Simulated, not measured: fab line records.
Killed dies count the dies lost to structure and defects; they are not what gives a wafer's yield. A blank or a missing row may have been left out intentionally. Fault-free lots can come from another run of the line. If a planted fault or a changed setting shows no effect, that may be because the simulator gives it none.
Problem report in the 8D (eight disciplines) form, filled by code	flow n5 finfet	the parts of the form that need people (team, actions taken, sign-off) are left out

## 1. THE ISSUE
Wafers without a fault read 3.65 s, standard deviation 0.12; barrier field endpoint s at N5_BEOL_M0_CMP_120 reads a mean of 4.62 s on 2 wafers belonging to 2 lots. That is +8.1 standard deviations from the usual mean.
The step: polishes, stops on SiOC, t overpolish 6.9 s.
First seen on wafer L133.2, day 9 07:06, on cmp-03. The record has a number at this step for 27 wafers belonging to 9 lots. By rule, "out" or "out of limits" means more than 4 standard deviations away from the usual mean. All remaining wafers that have a number are taken as sound.

## 2. WHAT IT IS, AND WHAT IT ISN'T
question	is	is not
which readings at this step	barrier field endpoint s	head pressure psi, motor current A, pad life wafers
which lots	L133, L137	L122, L124, L125, L128, L139, L142, L143
which wafers of those lots	L133.2, L137.3	L133.3, L133.6, L137.2, L137.6
read on which tools	cmp-03	cmp-02, cmp-04
when	from day 9 07:06	up to then (14 sound wafers); but 11 sound wafers of L137, L139, L142, L143 came after

## 3. WHAT RULES OUT EACH SUSPECT
Counting: any tool at a process step up to the reading remains a suspect provided it ran every lot that is out. Sound lots after the first of them don't rule it out here, since some wafers of a struck lot are sound.
- rie diel-01 at N5_BEOL_M0_STRIP_142 (strips in N2/H2, time 10 s): kept. It processed each lot that is out (first: L133, day 9 04:28); up to then, its last sound lot is L128 (day 7 17:21).
- ald metal-02 at N5_BEOL_M0_ALD_136 (deposits TaN, pulse time 2 s, purge time 3 s, co reactant purge time 2 s): kept. It processed each lot that is out (first: L133, day 9 05:17); up to then, its last sound lot is L128 (day 7 18:06).
- cmp-03 at N5_BEOL_M0_CMP_120 (polishes, stops on SiOC, t overpolish 6.9 s): kept. It processed each lot that is out (first: L133, day 9 07:06); up to then, its last sound lot is L125 (day 7 00:46). Its own barrier field endpoint s readings are out on those wafers.
- At N5_BEOL_M0_ALD_136, inside ald metal-02: chamber 3 took the wafers that are out, while their sound lot-mates went through chambers 1, 2.
After the count, these remain: rie diel-01 at N5_BEOL_M0_STRIP_142, ald metal-02 at N5_BEOL_M0_ALD_136 and cmp-03 at N5_BEOL_M0_CMP_120.

## 4. THE CAUSE (what the simulator had put in)
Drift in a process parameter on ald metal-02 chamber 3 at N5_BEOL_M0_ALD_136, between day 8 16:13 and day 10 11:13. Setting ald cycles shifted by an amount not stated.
Counting left 3 suspects, and this tool is among them.

## 5. THE EFFECT CHAIN, in route order
Each row: a reading whose mean over the struck wafers that have a number lies more than 3 standard deviations from the usual. Readings are gone through only where the record gives a usual standard deviation; hours: the median, over the lots, of the time from a lot's start at the first step in this table giving one to that lot's start at this step; sigmas: the change measured in usual standard deviations.
hours	step	reading	usual	on struck wafers	change	sigmas
0	N5_BEOL_M0_CMP_120	barrier field endpoint s	3.65 s	4.62	+0.97	+8.1
Here are the process steps it includes:
- N5_BEOL_M0_CMP_120: polishes, stops on SiOC, t overpolish 6.9 s.
Later measuring or inspecting steps at which every struck wafer that the step has a row for has a number for every such reading, and none has moved that far: N5_BEOL_M4_RC_MEAS_101.

## 6. HOW IT WOULD HAVE BEEN CAUGHT EARLIER
The fault began at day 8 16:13; the first out-of-limits reading in this record came at day 9 07:06, 15 hours later.
No tool reading at N5_BEOL_M0_ALD_136 that has a usual standard deviation in the record was out on any struck wafer, so an alarm limit of 4 standard deviations on those readings would not have fired.
Lots out: 2; of these, L137 started N5_BEOL_M0_ALD_136 on ald metal-02 after day 9 07:06. Holding the tool at that time would have saved it.
